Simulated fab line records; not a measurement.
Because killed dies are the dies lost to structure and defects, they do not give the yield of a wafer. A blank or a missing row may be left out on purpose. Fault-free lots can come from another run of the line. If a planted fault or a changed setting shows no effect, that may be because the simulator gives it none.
Chamber matching	flow n5 finfet	N5_HKMG_FIN_PWFM_ALD_03 on ald metal-02: 4 sister chambers
The step deposits TiN, target thk 2 nm, pulse time 1 s, purge time 3 s. 8 wafers are shown with their chamber, then 9 later ones without.

## WAFERS WITH THEIR CHAMBER
wafer	chamber	heater power w (W)	precursor pulse height rel
L082.6	3	988	0.978
L087.2	3	1020	0.955
L088.1	1	812	1.003
L088.3	0	921	1.018
L088.6	2	798	1.048
L089.2	2	788	0.984
L089.3	1	806	1.015
L089.5	0	897	1.017

## WAFERS WHOSE CHAMBER IS MISSING
wafer	heater power w (W)	precursor pulse height rel
L094.1	1007	1.002
L094.2	838	0.987
L094.6	1035	1.019
L096.1	793	0.994
L096.2	904	1.040
L096.4	806	1.042
L097.1	925	0.958
L097.2	821	0.979
L097.4	1020	1.018

## WHICH CHAMBER EACH ONE RAN IN
wafer	from the rows above	in truth
L094.1	3	3
L094.2	can't be placed: 1 or 2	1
L094.6	3	3
L096.1	can't be placed: 2 or 1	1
L096.2	0	0
L096.4	can't be placed: 1 or 2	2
L097.1	0	0
L097.2	can't be placed: 1 or 2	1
L097.4	3	3
5 of 9 placed correctly. Can't be placed from these rows: 4 (the true chamber is among the candidates in 4). Number placed wrongly: 0.
How it was worked out, from the rows above alone: a wafer's distance from a chamber is the root of the sum, over the readings, of the square of ((its reading less the chamber's mean) divided by the reading's scatter). The wafer belongs to the nearest chamber; if the next one is less than 2 further off, it can't be placed. A chamber's mean is the mean of its shown wafers. The scatter: the root of (the sum of the squares of (reading less its chamber's mean) over the shown wafers, divided by (wafers less chambers)).
